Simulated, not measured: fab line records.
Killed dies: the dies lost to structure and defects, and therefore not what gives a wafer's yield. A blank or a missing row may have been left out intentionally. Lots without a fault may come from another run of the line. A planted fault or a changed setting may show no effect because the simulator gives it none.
Split-lot experiment | flow n5 finfet | on a route of 1938 steps: 7 lots, 21 wafers read

== THE SPLIT ITSELF ==
At N5_BEOL_M2_COAT_62 (time 60 s, resist thk 12 nm), the setting spin rpm was moved away from the recipe's 1500 rpm on 5 of the 21 wafers read, by -6.1% to +10.0%. This setting was run at the recipe's value on the other wafers.

== BETWEEN THE SPLIT AND THE READING: the file shows 1 step in between ==
- N5_BEOL_M2_ETCH_74: etches underlayer in N2/H2, target depth 6.5 nm, time 5.2 s (also split here: source w)

== THE READING ==
etch.depth nm (the simulator's own value, which no gauge read), in nm, at N5_BEOL_M2_ETCH_63 (etches SiARC in CF4, target depth 15.6 nm, time 26 s). No usual value for it is given in the file. Average 12.00 nm, standard deviation 0.031 nm, over the 16 wafers here run with the recipe.

wafer  | tool, chamber at the split | spin rpm as run, rpm | against the recipe | etch.depth nm, nm | against lot-mates on the recipe
L077.1 | litho track-01, 0          | 1409                 | -6.1%              | 12.41             | +0.36
L077.4 | litho track-01, 0          | 1409                 | -6.1%              | 12.43             | +0.38
L077.5 | litho track-01, 0          | 1500                 | recipe             | 12.05             | -
L081.2 | litho track-02, 0          | 1500                 | recipe             | 12.01             | -
L081.4 | litho track-02, 0          | 1500                 | recipe             | 12.02             | -
L081.6 | litho track-02, 0          | 1500                 | recipe             | 12.03             | -
L083.2 | litho track-04, 0          | 1500                 | recipe             | 11.95             | -
L083.5 | litho track-04, 0          | 1500                 | recipe             | 11.97             | -
L083.6 | litho track-04, 0          | 1500                 | recipe             | 12                | -
L084.2 | litho track-04, 0          | 1500                 | recipe             | 11.97             | -
L084.3 | litho track-04, 0          | 1500                 | recipe             | 12                | -
L084.4 | litho track-04, 0          | 1500                 | recipe             | 12.02             | -
L086.3 | litho track-04, 0          | 1597                 | +6.5%              | 11.55             | -0.38
L086.4 | litho track-04, 0          | 1500                 | recipe             | 11.93             | -
L086.5 | litho track-04, 0          | 1597                 | +6.5%              | 11.59             | -0.34
L089.1 | litho track-02, 0          | 1500                 | recipe             | 11.98             | -
L089.5 | litho track-02, 0          | 1500                 | recipe             | 12                | -
L089.6 | litho track-02, 0          | 1500                 | recipe             | 12.02             | -
L097.1 | litho track-04, 0          | 1500                 | recipe             | 11.99             | -
L097.3 | litho track-04, 0          | 1500                 | recipe             | 12.03             | -
L097.6 | litho track-04, 0          | 1650                 | +10.0%             | 11.46             | -0.55

THE FIT
A straight line over all 21 wafers: etch.depth nm changes by -0.0626 nm for each +1% of spin rpm; r = -0.99; the points scatter about the line by 0.038 nm.
The same after taking each lot's own level away (the mean of its wafers on the recipe; 21 wafers): -0.0571 nm for each +1%; r = -1.00; scatter 0.019 nm.
The reading moves by 0.57 nm for the largest change in spin rpm, on that fit.
The span of the lots' own levels, 11.930 to 12.050 nm, comes to 3.9 times the standard deviation stated above.
Hence the lot-to-lot level has little effect on the slope; both slopes agree.
Check: for one of the wafers moved furthest among these (+10.0%), held out of the fit, the line's prediction against its lot-mates is -0.578 nm. Against them it came out at -0.55 nm.

== FURTHER SPLITS ON THESE WAFERS ==
Before the reading, these wafers also passed through other splits. Each is held against what the fit with the lots' levels taken away leaves over:
other split on the same wafers         | wafers away from the commonest value | r with etch.depth nm (lot level and that fit taken away)
N5_SD_EPI_N_ETCH_35 time s             | 9                                    | +0.05
N5_SDB_EXPOSE_08 dose mj               | 8                                    | -0.08
N5_HKMG_FIN_COAT_06 spin rpm           | 6                                    | -0.04
N5_HKMG_FIN_EXPOSE_09 dose mj          | 5                                    | +0.23
N5_MOL_CONTACT_COAG_ALD_133 ald cycles | 11                                   | -0.30
N5_BEOL_M0_SAQP_PECVD_97 time s        | 7                                    | -0.12
N5_BEOL_M2_ETCH_74 source w            | 5                                    | +0.26

== THE WHOLE CHAIN: every reading that the file lists as answering this split, in the file's order ==
step               | what it does                                         | reading                                                                          | change (the file's fit)                | r (the file's)
N5_BEOL_M2_COAT_62 | time 60 s, resist thk 12 nm                          | SiARC_of_BEOL_M2_COAT_62.thk nm (the simulator's own value, which no gauge read) | -0.0617 nm for each +1% of the setting | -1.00
N5_BEOL_M2_ETCH_63 | etches SiARC in CF4, target depth 15.6 nm, time 26 s | etch.depth nm (the simulator's own value, which no gauge read)                   | -0.056 nm for each +1% of the setting  | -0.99

== THE FILE'S OWN FIT ==
etch.depth nm changes by -0.056 nm for each +1% of spin rpm, r = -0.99.
